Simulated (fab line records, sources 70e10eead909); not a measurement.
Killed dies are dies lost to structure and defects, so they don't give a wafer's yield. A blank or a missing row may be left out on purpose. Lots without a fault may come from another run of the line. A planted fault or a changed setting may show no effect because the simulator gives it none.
fab line records | flow nand_harc
record lots=24 wafers=72 last_day=33
route steps=1302 shown A_STAIRCASE@886 A_SGD_CUT@908 A_SLIT@934
lots that met no fault: from a run of the same line without faults
start_h: hours from the record's first day to the start of the lot's first wafer shown | wait_h: hours since the lot's step before | " the same as in the row above | L1.1+2: a row that stands for several wafers | - no value, or no start given | * or withheld: withheld | < > ~ a bound
route shown NAME@n: a module of which the file shows steps, and the number in the route of the first | usual: mean/standard deviation of fault-free wafers | same: alike in all rows | chamber/n: place in a boat | sites: the reading at each site | _std_site: their standard deviation | _edge_site: outer sites' mean less inner sites' | radius_mm: how far each site lies from the wafer's centre | mask NAME#n: copy n | behind: the tool/chamber that last shaped the wafer | hold: why the lot was held/for how many hours/how that ended | device: the transistor (n, p or np) that didn't switch | end of line: the same wafers' tests at the end of the route | a step without rows: its recipe alone | killed: dies lost to structure and defects at the first sort, not the wafer's yield | map: a wafer's dies, x killed, . not, _ none there
set.NAME: the setting as run; set.NAME@STEP: as run at that earlier step | model.NAME: the simulator's own value behind a step, which no gauge read
steps of the route over a sample of lots; a table a step, a row a wafer
services: from which hour (start_h, from the record's first day; less than 0 if before it) a tool's chamber was out of use, for how many hours, and why
## steps
# step NHARC_A_STAIRCASE_CMP_472
# recipe material=SiO2
# usual motor_current_A=12.0/1.4
# columns lot.wafer tool chamber start_h wait_h motor_current_A
L074.2 cmp-03 0 447.77 0.2 12.5
L074.3 " 3 " " 13.0
L074.6 " 1 " " 12.9
L075.2 cmp-04 0 457.12 0.3 10.9
L075.3 " 1 " " 10.7
L075.5 " 0 " " 11.0
L076.2 cmp-01 1 457.25 0.2 10.3
L076.4 " 2 " " 12.8
L076.6 " 1 " " 10.1
L077.2 cmp-01 1 465.05 0.2 10.7
L077.4 " 2 " " 12.3
L077.5 " 0 " " 14.2
L078.2 cmp-01 3 485.26 0.2 11.5
L078.6 " 3 " " 11.4
L078.5 " 0 " " 15.4
L079.3 cmp-03 1 485.58 0.2 13.3
L079.5 " 0 " " 12.1
L079.6 " 1 " " 13.7
L080.2 cmp-03 1 496.46 0.2 14.2
L080.4 " 2 " " 12.1
L080.1 " 3 " " 12.6
L081.2 cmp-04 1 517.80 0.3 11.5
L081.3 " 3 " " 12.0
L081.5 " 1 " " 10.5
L082.2 cmp-03 0 518.67 0.2 12.5
L082.4 " 2 " " 11.3
L082.6 " 0 " " 12.6
L084.4 cmp-04 3 531.57 0.2 12.5
L084.5 " 1 " " 11.3
L084.6 " 2 " " 10.5
L083.1 cmp-01 2 531.94 0.3 13.2
L083.2 " 0 " " 15.0
L083.6 " 1 " " 10.1
L086.2 cmp-03 0 535.12 0.3 12.5
L086.6 " 3 " " 13.7
L086.5 " 0 " " 12.2
L085.2 cmp-01 1 544.15 0.2 10.8
L085.6 " 1 " " 10.0
L085.5 " 2 " " 12.5
L087.2 cmp-04 2 568.94 0.3 10.7
L087.6 " 3 " " 12.1
L087.5 " 0 " " 10.4
L089.2 cmp-04 1 577.98 0.3 10.7
L089.1 " 2 " " 10.4
L089.5 " 0 " " 10.3
L088.4 cmp-03 3 578.41 0.1 12.1
L088.1 " 1 " " 14.2
L088.6 " 3 " " 13.0
L090.3 cmp-01 0 603.20 0.2 14.7
L090.4 " 1 " " 10.3
L090.6 " 1 " " 10.2
L092.1 cmp-04 3 616.53 0.2 12.2
L092.4 " 0 " " 10.3
L092.6 " 0 " " 9.9
L091.1 cmp-01 2 616.79 0.2 12.5
L091.3 " 0 " " 14.7
L091.6 " 2 " " 12.8
L093.2 cmp-03 0 616.83 0.2 12.0
L093.1 " 3 " " 12.9
L093.6 " 0 " " 12.1
L094.1 cmp-03 2 626.83 0.2 11.7
L094.2 " 0 " " 12.7
L094.6 " 3 " " 11.8
L095.4 cmp-03 2 647.87 0.2 11.2
L095.2 " 3 " " 12.9
L095.5 " 0 " " 11.7
L097.1 cmp-03 2 659.02 0.2 11.5
L097.3 " 3 " " 12.3
L097.6 " 2 " " 11.4
L096.2 cmp-04 2 659.13 0.2 10.3
L096.3 " 0 " " 10.1
L096.4 " 1 " " 11.0
# step NHARC_A_SGD_CUT_ETCH_16
# recipe target_depth_a=3105 time_s=155.2 c4f8_flow_sccm=withheld o2_flow_sccm=8 ar_flow_sccm=withheld rf_w=600 bias_w=800 chemistry=C4F8/O2/Ar
# usual bias_w=800.4/2.2 oes_product_au=0.973/0.015 rf_vpp_V=724/4.3
# columns lot.wafer tool chamber start_h wait_h bias_w oes_product_au rf_hours_counter_h rf_vpp_V
L074.3 rie_diel-06 0 - - 799.0 0.968 7 724
L074.2 " 2 " " 796.6 0.979 6 716
L074.6 " 1 " " 801.0 0.970 - 729
L075.2 rie_diel-09 0 - - 801.3 0.990 10 723
L075.3 " 1 " " 802.8 0.978 10 716
L075.5 " 0 " " 801.9 0.995 - 722
L076.4 rie_diel-06 0 - - 796.3 0.980 8 725
L076.2 " 3 " " 798.3 0.991 7 719
L076.6 " 1 " " 800.7 0.973 - 728
L077.4 rie_diel-06 2 - - 803.4 0.975 7 716
L077.2 " 3 " " 799.8 0.967 7 717
L077.5 " 3 " " 797.2 0.974 - 719
L078.2 rie_diel-07 1 - - 798.6 0.972 0 722
L078.6 " 3 " " 803.4 0.983 - 724
L078.5 " 0 " " 796.4 0.994 - 726
L079.3 rie_diel-09 2 - - 801.5 0.985 14 723
L079.5 " 3 " " 802.4 0.973 - 729
L079.6 " 0 " " 796.0 0.985 - 722
L080.1 rie_diel-07 3 - - 800.8 0.973 2 723
L080.4 " 0 " " 800.3 0.992 2 727
L080.2 " 2 " " 800.8 0.968 2 730
L081.3 rie_diel-09 1 - - 799.2 0.982 1 716
L081.2 " 2 " " 803.2 0.972 1 724
L081.5 " 0 " " 799.8 0.970 - 722
L082.4 rie_diel-07 3 - - 798.3 0.978 3 724
L082.2 " 0 " " 799.0 0.983 3 726
L082.6 " 3 " " 803.5 0.983 - 725
L084.4 rie_diel-09 3 - - 799.4 0.968 2 729
L084.5 " 2 " " 801.0 0.984 - 723
L084.6 " 3 " " 802.8 0.975 - 731
L083.2 rie_diel-07 2 - - 799.7 0.935 4 727
L083.1 " 3 " " 798.7 0.949 4 724
L083.6 " 3 " " 796.5 0.953 - 723
L086.2 rie_diel-06 3 - - 801.2 0.958 2 720
L086.6 " 1 " " 796.7 0.979 - 728
L086.5 " 2 " " 800.2 0.987 - 716
L085.2 rie_diel-07 2 - - 798.5 0.981 5 728
L085.5 " 0 " " 802.8 0.987 - 727
L085.6 " 1 " " 800.2 0.971 - 723
L087.2 rie_diel-09 0 - - 800.3 0.974 6 723
L087.5 " 3 " " 802.4 0.977 - 729
L087.6 " 0 " " 803.6 0.971 - 722
L089.2 rie_diel-06 2 - - 797.3 0.995 4 716
L089.1 " 3 " " 800.8 0.996 4 718
L089.5 " 3 " " 799.4 0.996 - 719
L088.1 rie_diel-07 2 - - 798.5 0.960 7 728
L088.4 " 3 " " 801.5 0.934 6 723
L088.6 " 1 " " 798.3 0.942 - 722
L090.4 rie_diel-09 3 - - 801.1 0.935 9 731
L090.3 " 1 " " 799.9 0.946 7 716
L090.6 " 3 " " 803.5 0.937 - 730
L092.1 rie_diel-07 2 - - 802.1 0.975 10 729
L092.4 " 3 " " 804.3 0.987 9 724
L092.6 " 1 " " 802.6 0.968 - 724
L091.3 rie_diel-06 3 - - 802.9 0.953 6 718
L091.1 " 0 " " 795.0 0.982 5 725
L091.6 " 1 " " 798.4 0.984 - 728
L093.2 rie_diel-09 2 - - 801.4 0.973 10 723
L093.1 " 1 " " 802.8 0.983 8 714
L093.6 " 3 " " 802.9 0.973 - 729
L094.1 rie_diel-07 0 - - 801.5 0.957 9 726
L094.2 " 3 " " 797.8 0.946 9 724
L094.6 " 1 " " 801.5 0.950 - 720
L095.2 rie_diel-09 2 - - 799.7 0.981 14 723
L095.4 " 3 " " 802.6 0.973 14 730
L095.5 " 0 " " 798.1 0.993 - 722
L097.3 rie_diel-09 0 - - 796.8 0.970 15 722
L097.1 " 1 " " 802.0 0.969 13 717
L097.6 " 2 " " 801.7 0.978 - 722
L096.3 rie_diel-07 1 - - 799.1 0.985 0 722
L096.2 " 3 " " 800.2 0.980 0 725
L096.4 " 0 " " 798.8 0.962 0 726
# step NHARC_A_SGD_CUT_CMP_21
# recipe target_thk_nm=148.19
# usual motor_current_A=12.1/1.2 time_to_endpoint_s=49.7/2.8
# columns lot.wafer tool chamber start_h wait_h motor_current_A time_to_endpoint_s
L074.2 cmp-02 3 456.26 0.4 12.5 44.9
L074.3 " 2 " " 11.6 52.1
L074.6 " 0 " " 11.6 47.6
L075.2 cmp-01 3 464.23 0.4 11.5 47.4
L075.3 " 1 " " 10.1 48.0
L075.5 " 2 " " 12.2 49.6
L076.2 cmp-03 0 464.25 0.4 11.5 48.0
L076.4 " 1 " " 14.4 49.6
L076.6 " 2 " " 11.6 52.1
L077.4 cmp-03 1 472.11 0.4 14.1 48.0
L077.2 " 2 " " 11.1 51.3
L077.5 " 1 " " 13.7 48.9
L078.2 cmp-01 2 495.09 0.4 13.0 52.6
L078.5 " 1 " " 10.2 49.1
L078.6 " 2 " " 12.7 53.0
L079.3 cmp-03 3 495.16 0.5 12.8 47.7
L079.5 " 1 " " 13.6 51.9
L079.6 " 2 " " 11.3 51.4
L080.2 cmp-01 0 503.64 0.4 14.4 49.9
L080.1 " 1 " " 9.9 49.4
L080.4 " 2 " " 12.6 48.5
L082.2 cmp-03 2 525.54 0.4 11.6 51.2
L082.4 " 0 " " 11.0 49.2
L082.6 " 2 " " 11.1 50.3
L081.3 cmp-01 0 525.56 0.4 14.8 53.1
L081.2 " 1 " " 9.8 50.0
L081.5 " 3 " " 11.9 53.9
L084.4 cmp-03 2 538.71 0.4 11.4 49.6
L084.5 " 2 " " 11.8 51.4
L084.6 " 3 " " 12.7 48.5
L083.2 cmp-01 3 538.71 0.4 12.2 50.1
L083.1 " 1 " " 10.4 48.0
L083.6 " 3 " " 11.2 49.9
L086.2 cmp-03 1 542.22 0.4 13.8 48.6
L086.6 " 1 " " 13.8 51.8
L086.5 " 2 " " 11.3 49.5
L085.2 cmp-01 2 551.48 0.4 12.4 51.8
L085.6 " 1 " " 9.9 49.0
L085.5 " 2 " " 12.7 51.0
L087.2 cmp-02 2 576.15 0.4 11.1 47.8
L087.6 " 0 " " 11.5 44.1
L087.5 " 1 " " 10.7 47.4
L088.4 cmp-02 0 585.40 0.4 11.8 44.0
L088.1 " 2 " " 11.3 52.5
L088.6 " 0 " " 11.0 46.1
L089.2 cmp-03 1 585.40 0.4 13.5 51.9
L089.1 " 2 " " 11.9 53.7
L089.5 " 0 " " 12.8 47.9
L090.4 cmp-02 2 610.31 0.4 11.2 52.5
L090.3 " 0 " " 11.1 48.1
L090.6 " 3 " " 13.1 51.3
L093.2 cmp-01 2 623.60 0.4 11.9 48.8
L093.1 " 1 " " 10.4 49.3
L093.6 " 3 " " 11.8 53.7
L091.1 cmp-03 3 623.63 0.4 12.4 48.8
L091.3 " 0 " " 13.0 48.9
L091.6 " 3 " " 12.9 52.4
L092.4 cmp-02 0 623.65 0.4 11.5 43.3
L092.1 " 1 " " 10.5 45.9
L092.6 " 3 " " 13.1 42.1
L094.1 cmp-02 1 633.93 0.4 10.8 51.2
L094.2 " 2 " " 10.7 50.9
L094.6 " 1 " " 10.4 50.8
L095.4 cmp-02 1 655.78 0.4 11.1 45.0
L095.2 " 0 " " 11.8 45.3
L095.5 " 2 " " 11.2 47.8
L096.4 cmp-01 0 666.29 0.4 15.1 51.2
L096.2 " 1 " " 10.3 49.6
L096.3 " 3 " " 11.6 53.9
L097.3 cmp-03 1 666.34 0.4 13.4 55.2
L097.1 " 2 " " 12.4 55.9
L097.6 " 0 " " 11.8 55.3
# step NHARC_A_SGD_CUT_THK_MEAS_22
# recipe thk_meas_gauge=ellipsometry
# usual thk_nm=148.2/1.3
# columns lot.wafer tool chamber start_h wait_h thk_nm
L074.2 film_metro-01 - 456.51 0.2 147.6
L074.3 " - " " 146.8
L074.6 " - " " 144.2
L075.2 film_metro-02 - 464.45 0.2 149.4
L075.3 " - " " 149.0
L075.5 " - " " 148.1
L076.2 film_metro-02 - 464.46 0.2 149.8
L076.4 " - " " 147.4
L076.6 " - " " 149.1
L077.2 film_metro-02 - 472.36 0.2 148.7
L077.4 " - " " 150.5
L077.5 " - " " 148.3
L078.2 film_metro-01 - 495.32 0.2 148.9
L078.5 " - " " 148.6
L078.6 " - " " 149.6
L079.3 film_metro-01 - 495.36 0.2 150.2
L079.5 " - " " 150.2
L079.6 " - " " 148.5
L080.1 film_metro-02 - 503.90 0.2 149.2
L080.2 " - " " 149.6
L080.4 " - " " 147.3
L081.2 film_metro-02 - 525.79 0.2 146.7
L081.3 " - " " 146.6
L081.5 " - " " 149.0
L082.2 film_metro-01 - 525.80 0.2 147.1
L082.4 " - " " 148.1
L082.6 " - " " 148.0
L083.1 film_metro-02 - 538.97 0.2 147.1
L083.2 " - " " 151.6
L083.6 " - " " 146.7
L084.4 film_metro-01 - 538.97 0.2 147.8
L084.5 " - " " 150.9
L084.6 " - " " 150.4
L086.2 film_metro-01 - 542.48 0.2 148.9
L086.5 " - " " 147.4
L086.6 " - " " 147.5
L085.2 film_metro-01 - 551.71 0.2 147.7
L085.5 " - " " 148.8
L085.6 " - " " 146.6
L087.2 film_metro-02 - 576.36 0.2 151.6
L087.5 " - " " 149.6
L087.6 " - " " 148.7
L088.1 film_metro-01 - 585.63 0.2 147.3
L088.4 " - " " 147.3
L088.6 " - " " 146.2
L089.1 film_metro-02 - 585.63 0.2 148.3
L089.2 " - " " 148.8
L089.5 " - " " 146.3
L090.3 film_metro-02 - 610.56 0.2 146.6
L090.4 " - " " 149.0
L090.6 " - " " 145.7
L093.1 film_metro-02 - 623.86 0.2 148.0
L093.2 " - " " 148.1
L093.6 " - " " 146.2
L092.1 film_metro-01 - 623.86 0.2 148.3
L092.4 " - " " 146.5
L092.6 " - " " 147.2
L091.1 film_metro-02 - 623.86 0.2 147.6
L091.3 " - " " 149.5
L091.6 " - " " 148.4
L094.1 film_metro-02 - 634.19 0.2 147.3
L094.2 " - " " 149.7
L094.6 " - " " 147.3
L095.2 film_metro-02 - 656.04 0.2 150.1
L095.4 " - " " 150.5
L095.5 " - " " 148.0
L096.2 film_metro-02 - 666.54 0.2 145.4
L096.3 " - " " 148.3
L096.4 " - " " 148.6
L097.1 film_metro-01 - 666.54 0.2 149.4
L097.3 " - " " 150.0
L097.6 " - " " 147.3
# step NHARC_A_SLIT_OVL_MEAS_10
# usual overlay_x_nm=0.0/0.66 overlay_y_nm=-0.2/0.86
# columns lot.wafer tool chamber start_h wait_h overlay_x_nm overlay_y_nm
L074.2 overlay-02 - 464.28 - -0.5 -0.2
L074.3 " - " " -0.5 -0.1
L074.6 " - " " -0.3 -0.2
L075.2 overlay-02 - 471.03 - 0.2 -0.2
L075.3 " - " " -0.5 -0.7
L075.5 " - " " 0.5 0.2
L076.2 overlay-02 - 471.57 - 1.4 -1.1
L076.4 " - " " 1.6 -1.5
L076.6 " - " " 1.2 -1.3
L077.2 overlay-01 - 477.85 - -0.1 -0.9
L077.4 " - " " 0.3 -0.9
L077.5 " - " " 0.3 -1.6
L078.2 overlay-01 - 501.62 - -0.2 -0.3
L078.5 " - " " -0.5 0.1
L078.6 " - " " 0.1 -0.2
L079.3 overlay-02 - 501.81 - -0.1 1.3
L079.5 " - " " 0.1 0.9
L079.6 " - " " 0.1 1.5
L080.1 overlay-01 - 509.32 - -0.3 -0.7
L080.2 " - " " -0.7 -0.7
L080.4 " - " " -0.5 -0.4
L081.2 overlay-02 - 531.15 - 0.6 0.8
L081.3 " - " " 0.3 0.9
L081.5 " - " " -0.3 1.6
L082.2 overlay-02 - 531.51 - -0.3 -0.4
L082.4 " - " " 0.6 -0.5
L082.6 " - " " 0.2 -0.5
L083.1 overlay-01 - 544.43 - -0.4 -0.1
L083.2 " - " " -0.4 0.6
L083.6 " - " " -1.0 0.7
L084.4 overlay-02 - 544.58 - -0.4 -0.5
L084.5 " - " " -1.0 0.0
L084.6 " - " " -0.5 -0.4
L086.2 overlay-02 - 548.25 - -0.1 -1.1
L086.5 " - " " 0.4 -0.7
L086.6 " - " " -0.4 -0.9
L085.2 overlay-01 - 557.29 - -0.4 0.1
L085.5 " - " " -0.4 0.0
L085.6 " - " " -0.1 -0.5
L087.2 overlay-01 - 583.49 - -0.2 -0.4
L087.5 " - " " 0.0 -0.1
L087.6 " - " " 0.0 0.3
L088.1 overlay-01 - 591.02 - -0.2 0.0
L088.4 " - " " -0.2 -0.4
L088.6 " - " " -0.1 -0.8
L089.1 overlay-02 - 591.35 - 0.5 -0.4
L089.2 " - " " 0.3 -0.2
L089.5 " - " " 1.4 0.2
L090.3 overlay-02 - 615.85 - -0.2 0.7
L090.4 " - " " -0.5 0.6
L090.6 " - " " 0.1 0.6
L093.1 overlay-02 - 629.11 - -0.3 0.1
L093.2 " - " " -0.8 0.3
L093.6 " - " " -1.5 -0.3
L092.1 overlay-01 - 632.98 - 0.0 2.2
L092.4 " - " " -0.3 2.0
L092.6 " - " " 0.1 1.6
L091.1 overlay-02 - 633.23 - 0.6 -1.1
L091.3 " - " " 0.0 -1.4
L091.6 " - " " 0.2 -1.4
L094.1 overlay-01 - 639.63 - 0.5 -0.5
L094.2 " - " " 0.3 -0.5
L094.6 " - " " 1.2 -0.8
L095.2 overlay-01 - 661.37 - 1.5 0.0
L095.4 " - " " 1.8 -0.3
L095.5 " - " " 2.1 0.0
L097.1 overlay-01 - 673.39 - 0.4 -0.7
L097.3 " - " " 0.3 -1.2
L097.6 " - " " 0.4 -1.3
L096.2 overlay-02 - 674.97 - -1.0 -0.7
L096.3 " - " " -0.7 -0.4
L096.4 " - " " -1.5 -0.3
# step NHARC_A_SLIT_ETCH_26
# recipe bias_v=400 source_w=2000 pressure_mtorr=25 time_s=90 ar_flow_sccm=375 c4f8_flow_sccm=41.7 o2_flow_sccm=83.3 target_depth_a=4000 chemistry=C4F8/O2/Ar
# usual drypump_motor_current_A=5.9/0.44 showerhead_plenum_p_Torr=3.72/0.15 throttle_valve_pct=27.619/0.0091
# columns lot.wafer tool chamber start_h wait_h drypump_motor_current_A rf_hours_counter_h showerhead_plenum_p_Torr throttle_valve_pct
L074.2 har_etch-02 0 469.31 2.5 5.8 38 3.93 27.613
L074.3 " 0 " " 5.8 - 3.93 27.615
L074.6 " 0 " " 5.8 - 3.93 27.617
L075.2 har_etch-01 0 477.35 2.5 6.5 263 3.60 27.631
L075.3 " 1 " " 5.4 - 3.68 27.610
L075.5 " 1 " " 5.4 - 3.68 27.636
L076.2 har_etch-01 1 481.11 2.4 5.3 267 3.67 27.629
L076.4 " 1 " " 5.4 - 3.68 27.629
L076.6 " 0 " " 6.5 - 3.60 27.628
L077.2 har_etch-02 0 482.94 2.5 5.8 49 3.92 27.604
L077.4 " 0 " " 5.8 - 3.92 27.620
L077.5 " 0 " " 5.8 - 3.92 27.615
L078.2 har_etch-01 0 506.87 2.4 6.4 282 3.59 27.629
L078.5 " 1 " " 5.4 - 3.67 27.619
L078.6 " 0 " " 6.4 - 3.59 27.620
L079.3 har_etch-02 0 506.87 1.9 5.8 - 3.92 27.619
L079.5 " 0 " " 5.8 - 3.92 27.626
L079.6 " 1 " " 5.8 - 3.95 27.610
L080.1 har_etch-01 0 515.02 3.0 6.5 290 3.59 27.615
L080.2 " 1 " " 5.3 290 3.66 27.613
L080.4 " 0 " " 6.5 - 3.59 27.624
L081.2 har_etch-02 1 536.15 3.1 5.8 80 3.93 27.625
L081.3 " 1 " " 5.8 - 3.93 27.628
L081.5 " 0 " " 5.8 - 3.91 27.622
L082.2 har_etch-01 0 539.69 3.0 6.4 301 3.58 27.626
L082.4 " 1 " " 5.4 - 3.66 27.646
L082.6 " 1 " " 5.4 - 3.66 27.623
L083.2 har_etch-01 1 549.46 3.1 5.4 309 3.65 27.607
L083.1 " 0 " " 6.5 309 3.58 27.606
L083.6 " 0 " " 6.5 - 3.58 27.632
L084.4 har_etch-02 0 551.79 1.9 5.8 - 3.90 27.621
L084.5 " 0 " " 5.8 - 3.90 27.628
L084.6 " 1 " " 5.8 - 3.93 27.625
L086.2 har_etch-01 1 553.29 3.0 5.3 313 3.65 27.612
L086.6 " 1 " " 5.4 - 3.65 27.622
L086.5 " 0 " " 6.4 - 3.57 27.619
L085.2 har_etch-01 1 562.44 3.0 5.3 320 3.65 27.609
L085.5 " 1 " " 5.3 - 3.65 27.609
L085.6 " 0 " " 6.5 - 3.57 27.604
L087.2 har_etch-01 0 588.52 2.4 6.4 332 3.56 27.620
L087.6 " 1 " " 5.4 - 3.64 27.616
L087.5 " 0 " " 6.4 - 3.56 27.619
L088.1 har_etch-01 1 596.04 2.5 5.4 335 3.64 27.613
L088.4 " 1 " " 5.3 - 3.64 27.598
L088.6 " 0 " " 6.4 - 3.56 27.630
L089.1 har_etch-02 0 596.32 3.0 5.8 118 3.88 27.608
L089.2 " 1 " " 5.8 118 3.91 27.619
L089.5 " 1 " " 5.8 - 3.91 27.621
L090.4 har_etch-01 0 621.28 1.9 6.5 - 3.55 27.604
L090.3 " 1 " " 5.4 - 3.63 27.613
L090.6 " 0 " " 6.5 - 3.55 27.636
L093.2 har_etch-02 1 634.09 3.0 5.8 138 3.90 27.612
L093.1 " 0 " " 5.7 138 3.87 27.615
L093.6 " 1 " " 5.8 - 3.90 27.624
L092.1 har_etch-02 1 638.01 2.5 5.8 141 3.90 27.615
L092.4 " 0 " " 5.8 - 3.87 27.614
L092.6 " 0 " " 5.8 - 3.87 27.608
L091.1 har_etch-01 0 640.52 3.0 6.4 362 3.55 27.609
L091.3 " 1 " " 5.4 - 3.62 27.627
L091.6 " 1 " " 5.3 - 3.62 27.628
L094.1 har_etch-01 1 644.62 3.0 5.3 366 3.62 27.626
L094.2 " 0 " " 6.5 366 3.54 27.621
L094.6 " 1 " " 5.4 - 3.62 27.614
L095.2 har_etch-01 1 669.04 2.4 5.3 377 3.61 27.623
L095.4 " 1 " " 5.4 - 3.61 27.618
L095.5 " 0 " " 6.5 - 3.54 27.583
L097.1 har_etch-02 0 678.36 3.0 5.8 164 3.86 27.624
L097.3 " 0 " " 5.8 - 3.86 27.627
L097.6 " 0 " " 5.7 - 3.86 27.622
L096.2 har_etch-01 0 680.20 3.0 6.4 385 3.53 27.622
L096.3 " 0 " " 6.4 - 3.53 27.618
L096.4 " 1 " " 5.3 - 3.61 27.614
## services
# columns tool chamber start_h hours kind
cmp-03 - 456.13 4.0 pm
rie_diel-07 - 471.30 9.0 pm
cmp-01 - 479.50 4.0 pm
cmp-03 - 486.65 1.1 repair
rie_diel-09 - 497.10 9.0 pm
cmp-01 - 535.20 0.3 repair
rie_diel-07 3 545.48 1.5 repair
rie_diel-09 - 548.46 1.5 repair
cmp-03 - 553.04 3.0 repair
rie_diel-09 2 555.63 2.9 repair
rie_diel-09 1 557.94 14.2 repair
cmp-01 - 575.97 1.0 repair
cmp-01 - 577.50 4.0 pm
cmp-03 - 580.03 0.6 repair
cmp-03 - 607.66 0.4 repair
cmp-01 - 609.69 2.4 repair
rie_diel-09 - 615.18 1.3 repair
cmp-03 - 629.76 0.5 repair
cmp-03 - 630.82 1.6 repair
rie_diel-07 - 648.30 9.0 pm
cmp-03 - 654.04 4.0 pm
cmp-01 - 671.83 4.1 repair
rie_diel-09 - 674.35 9.0 pm
cmp-01 - 675.93 4.0 pm
## key
fault none
